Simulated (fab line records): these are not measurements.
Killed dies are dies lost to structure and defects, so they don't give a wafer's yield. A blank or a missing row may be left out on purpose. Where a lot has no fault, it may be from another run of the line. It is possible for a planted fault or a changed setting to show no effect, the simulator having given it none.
Matching of chambers || flow n5 finfet || cvd co-01 running N5_BEOL_M4_PRE_CLEAN_60: 3 sister chambers
The step time 15 s. 3 wafers are shown with their chamber, then 10 later ones without.

== WAFERS, EACH WITH ITS CHAMBER ==
{"wafer": "L079.4", "chamber": 2, "heater power w (W)": 46}
{"wafer": "L079.6", "chamber": 1, "heater power w (W)": 76}
{"wafer": "L081.4", "chamber": 0, "heater power w (W)": 66}

== WAFERS MISSING THEIR CHAMBER ==
{"wafer": "L081.5", "heater power w (W)": 76}
{"wafer": "L084.1", "heater power w (W)": 69}
{"wafer": "L084.3", "heater power w (W)": 76}
{"wafer": "L084.5", "heater power w (W)": 67}
{"wafer": "L083.1", "heater power w (W)": 46}
{"wafer": "L083.3", "heater power w (W)": 69}
{"wafer": "L083.5", "heater power w (W)": 76}
{"wafer": "L097.1", "heater power w (W)": 66}
{"wafer": "L097.2", "heater power w (W)": 46}
{"wafer": "L097.4", "heater power w (W)": 66}

== WHICH CHAMBER EACH WENT THROUGH ==
{"wafer": "L081.5", "from the rows above": 1, "in truth": 1}
{"wafer": "L084.1", "from the rows above": 0, "in truth": 0}
{"wafer": "L084.3", "from the rows above": 1, "in truth": 1}
{"wafer": "L084.5", "from the rows above": 0, "in truth": 0}
{"wafer": "L083.1", "from the rows above": 2, "in truth": 2}
{"wafer": "L083.3", "from the rows above": 0, "in truth": 0}
{"wafer": "L083.5", "from the rows above": 1, "in truth": 1}
{"wafer": "L097.1", "from the rows above": 0, "in truth": 0}
{"wafer": "L097.2", "from the rows above": 2, "in truth": 2}
{"wafer": "L097.4", "from the rows above": 0, "in truth": 0}
Placed correctly: 10 of 10. Left unplaced by these rows: 0. 0 placed wrongly.
How it was worked out, from the rows above alone: a wafer's distance from a chamber is the root of the sum, over the readings, of the square of ((its reading less the chamber's mean) divided by the reading's scatter). The wafer belongs to the nearest chamber; if the next one is less than 2 further off, it can't be placed. A chamber's mean is the mean of its shown wafers. The scatter: root of mean squared gap, hidden wafer to nearest shown wafer, with one shown wafer a chamber.
